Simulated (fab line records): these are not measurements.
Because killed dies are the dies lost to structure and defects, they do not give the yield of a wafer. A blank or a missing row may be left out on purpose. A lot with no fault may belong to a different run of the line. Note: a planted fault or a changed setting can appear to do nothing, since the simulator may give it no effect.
Lot-split experiment || flow n5Finfet || 21 wafers read from 7 lots, route of 1938 steps

== SPLIT DETAILS ==
At N5_BEOL_M5_VIA_ETCH_34 (etches SiCOH lowk in C4F6/O2, target depth 88.3 nm, time 39.2 s), the setting biasW was moved away from the recipe's 185 W on 4 of the 21 wafers read, by -17.6% to +13.8%. This setting was run at the recipe's value on the other wafers.

The reading is taken at the split's own step.

== THE READING ==
rfVppV, in V, at N5_BEOL_M5_VIA_ETCH_34 (etches SiCOH lowk in C4F6/O2, target depth 88.3 nm, time 39.2 s). Fault-free wafers of this fab line usually give 660 V, standard deviation 9.7 V.

{"wafer": "L086.3", "tool, chamber at the split": "rieDiel-05, 0", "biasW as run, W": 185, "against the recipe": "recipe", "rfVppV, V": 661, "against lot-mates on the recipe": "-"}
{"wafer": "L086.4", "tool, chamber at the split": "rieDiel-05, 1", "biasW as run, W": 185, "against the recipe": "recipe", "rfVppV, V": 646, "against lot-mates on the recipe": "-"}
{"wafer": "L086.6", "tool, chamber at the split": "rieDiel-05, 2", "biasW as run, W": 172.1, "against the recipe": "-7.0%", "rfVppV, V": 611, "against lot-mates on the recipe": -42}
{"wafer": "L087.1", "tool, chamber at the split": "rieDiel-02, 0", "biasW as run, W": 152.4, "against the recipe": "-17.6%", "rfVppV, V": 570, "against lot-mates on the recipe": -97}
{"wafer": "L087.3", "tool, chamber at the split": "rieDiel-02, 2", "biasW as run, W": 152.4, "against the recipe": "-17.6%", "rfVppV, V": 560, "against lot-mates on the recipe": -107}
{"wafer": "L087.6", "tool, chamber at the split": "rieDiel-02, 1", "biasW as run, W": 185, "against the recipe": "recipe", "rfVppV, V": 667, "against lot-mates on the recipe": "-"}
{"wafer": "L088.3", "tool, chamber at the split": "rieDiel-02, 1", "biasW as run, W": 185, "against the recipe": "recipe", "rfVppV, V": 669, "against lot-mates on the recipe": "-"}
{"wafer": "L088.4", "tool, chamber at the split": "rieDiel-02, 2", "biasW as run, W": 185, "against the recipe": "recipe", "rfVppV, V": 655, "against lot-mates on the recipe": "-"}
{"wafer": "L088.5", "tool, chamber at the split": "rieDiel-02, 3", "biasW as run, W": 185, "against the recipe": "recipe", "rfVppV, V": 662, "against lot-mates on the recipe": "-"}
{"wafer": "L090.1", "tool, chamber at the split": "rieDiel-04, 1", "biasW as run, W": 185, "against the recipe": "recipe", "rfVppV, V": 666, "against lot-mates on the recipe": "-"}
{"wafer": "L090.5", "tool, chamber at the split": "rieDiel-04, 0", "biasW as run, W": 185, "against the recipe": "recipe", "rfVppV, V": 669, "against lot-mates on the recipe": "-"}
{"wafer": "L090.6", "tool, chamber at the split": "rieDiel-04, 3", "biasW as run, W": 185, "against the recipe": "recipe", "rfVppV, V": 645, "against lot-mates on the recipe": "-"}
{"wafer": "L093.2", "tool, chamber at the split": "rieDiel-05, 0", "biasW as run, W": 185, "against the recipe": "recipe", "rfVppV, V": 662, "against lot-mates on the recipe": "-"}
{"wafer": "L093.4", "tool, chamber at the split": "rieDiel-05, 3", "biasW as run, W": 185, "against the recipe": "recipe", "rfVppV, V": 669, "against lot-mates on the recipe": "-"}
{"wafer": "L093.5", "tool, chamber at the split": "rieDiel-05, 2", "biasW as run, W": 185, "against the recipe": "recipe", "rfVppV, V": 648, "against lot-mates on the recipe": "-"}
{"wafer": "L096.1", "tool, chamber at the split": "rieDiel-04, 2", "biasW as run, W": 210.5, "against the recipe": "+13.8%", "rfVppV, V": 738, "against lot-mates on the recipe": "+82"}
{"wafer": "L096.2", "tool, chamber at the split": "rieDiel-04, 1", "biasW as run, W": 185, "against the recipe": "recipe", "rfVppV, V": 665, "against lot-mates on the recipe": "-"}
{"wafer": "L096.6", "tool, chamber at the split": "rieDiel-04, 3", "biasW as run, W": 185, "against the recipe": "recipe", "rfVppV, V": 646, "against lot-mates on the recipe": "-"}
{"wafer": "L097.4", "tool, chamber at the split": "rieDiel-04, 1", "biasW as run, W": 185, "against the recipe": "recipe", "rfVppV, V": 665, "against lot-mates on the recipe": "-"}
{"wafer": "L097.5", "tool, chamber at the split": "rieDiel-04, 1", "biasW as run, W": 185, "against the recipe": "recipe", "rfVppV, V": 666, "against lot-mates on the recipe": "-"}
{"wafer": "L097.6", "tool, chamber at the split": "rieDiel-04, 0", "biasW as run, W": 185, "against the recipe": "recipe", "rfVppV, V": 671, "against lot-mates on the recipe": "-"}

THE FIT
A straight line over all 21 wafers: rfVppV changes by +5.56 V for each +1% of biasW; r = +0.97; the points scatter about the line by 8.9 V.
The same after taking each lot's own level away (the mean of its wafers on the recipe; 21 wafers): +5.85 V for each +1%; r = +0.98; scatter 7.4 V.
Per that fit: largest biasW move, reading shift of 1e+02 V.
From 653.5 to 667.3 V: that is the span of the lots' own levels, equal to 1.4 times the standard deviation above.
The two slopes are in agreement: the lot-to-lot level therefore moves the slope only a little.
Check: for one of the wafers moved furthest among these (-17.6%), held out of the fit, the line's prediction against its lot-mates is -107 V. It came out at -97 V against them.
Tool readings at the split's step, against how far the setting was moved: rfVppV r = +0.97.

== THE OTHER SPLITS THESE WAFERS WENT THROUGH ==
Note: prior to the reading, these wafers also went through further splits. Each is held against what the fit with the lots' levels taken away leaves over:
{"other split on the same wafers": "N5_BEOL_M3_ILD_DEP_00 timeS", "wafers away from the commonest value": 8, "r with rfVppV (lot level and that fit taken away)": "+0.00"}
{"other split on the same wafers": "N5_BEOL_M4_COAT_62 spinRpm", "wafers away from the commonest value": 8, "r with rfVppV (lot level and that fit taken away)": -0.26}
{"other split on the same wafers": "N5_BEOL_M4_SPUTTER_94 timeS", "wafers away from the commonest value": 12, "r with rfVppV (lot level and that fit taken away)": "+0.08"}
{"other split on the same wafers": "N5_BEOL_M5_ETCH_68 biasW", "wafers away from the commonest value": 5, "r with rfVppV (lot level and that fit taken away)": "+0.18"}

== FILE'S OWN FIT ==
rfVppV changes by +5.89 V for each +1% of biasW, r = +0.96.
